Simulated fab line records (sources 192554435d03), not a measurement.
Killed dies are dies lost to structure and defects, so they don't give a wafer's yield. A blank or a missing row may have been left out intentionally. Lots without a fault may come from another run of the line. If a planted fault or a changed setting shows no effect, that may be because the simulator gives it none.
Which tool is to blame?	flow n5Finfet	32 wafers from 11 lots sampled at 3 of the route's 1938 steps

WHAT EACH GAUGE READ, for each wafer
N5_PASSIVATION_CD_MEAS_30: target cd 4000 nm.
lot	measured	on	cdNm (nm)
L777	day 12 19:10	cdSem-02	4000.6 3999.7 4001.4
L778	day 13 09:16	cdSem-01	4002.8 3999.6 3999.3
L779	day 13 09:53	cdSem-03	4004.8 4001.2 4001.0
L780	day 13 16:28	cdSem-01	3998.2 4002.1 3998.2
L785	day 14 13:14	cdSem-01	3998.4 4000.3 4000.2
L786	day 14 06:27	cdSem-01	4001.3 3999.6 4001.8
L788	day 15 06:54	cdSem-01	3999.2 3996.9 3999.2
L790	day 15 22:47	cdSem-03	4002.6 3999.2 3999.2
L795	day 17 11:29	cdSem-03	3998.5 3998.1 3998.5
L799	day 18 12:05	cdSem-02	4000.7 4001.7
L800	day 18 16:56	cdSem-01	3998.2 4000.1 3996.8

EACH LOT AND THE TOOL THAT RAN IT (in order: tool; ch and the chambers of the sampled wafers; start)
lot	N5_BEOL_M1_VIA_ETCH_34	N5_PASSIVATION_AL_DEP_21
L777	rieDiel-05 ch 0,1,2, day 6 03:55	pvdSputter-03, day 12 18:42
L778	rieDiel-05 ch 0,1,2, day 6 16:01	pvdSputter-01, day 13 08:40
L779	rieDiel-02 ch 1,2,3, day 7 10:16	pvdSputter-01, day 13 09:17
L780	rieDiel-05 ch 1,2, day 7 10:23	pvdSputter-03, day 13 15:52
L785	rieDiel-05 ch 1,2,3, day 8 20:01	pvdSputter-03, day 14 12:46
L786	rieDiel-04 ch 0,1,2, day 8 20:12	pvdSputter-02, day 14 05:59
L788	rieDiel-05 ch 0,2,3, day 8 23:14	pvdSputter-01, day 15 06:26
L790	rieDiel-05 ch 0,1, day 9 20:28	pvdSputter-01, day 15 22:18
L795	rieDiel-02 ch 2,3, day 11 00:40	pvdSputter-03, day 17 10:53
L799	rieDiel-02 ch 2,3, day 11 23:19	pvdSputter-02, day 18 11:34
L800	rieDiel-02 ch 0,1,2, day 12 07:22	pvdSputter-02, day 18 16:27
- N5_BEOL_M1_VIA_ETCH_34: etches the open film in C4F6/O2, target depth 67.8 nm, time 64.4 s.
- N5_PASSIVATION_AL_DEP_21: deposits Al, target thk 2800 nm, time 170 s.

THE ANSWER, worked out from the rows above alone
Rule: the usual values come from the lots themselves. The widest of any qualifying gaps counts: lots, ordered by their means at a reading, are off when they make up no more than a third of the lots, leave a main group of 4 or more, and stand apart from it by 3 or more times the standard deviation of that group's means. If all means in a main group match to the digits the tables above print for the reading, that group is not used. A lot without any number at a reading at which 4 lots or more have one is off too. All remaining lots with rows at the step are treated as sound.
None of the lots is off at any reading shown; this tells nothing.

WHAT HAD BEEN PUT IN BY THE SIMULATOR
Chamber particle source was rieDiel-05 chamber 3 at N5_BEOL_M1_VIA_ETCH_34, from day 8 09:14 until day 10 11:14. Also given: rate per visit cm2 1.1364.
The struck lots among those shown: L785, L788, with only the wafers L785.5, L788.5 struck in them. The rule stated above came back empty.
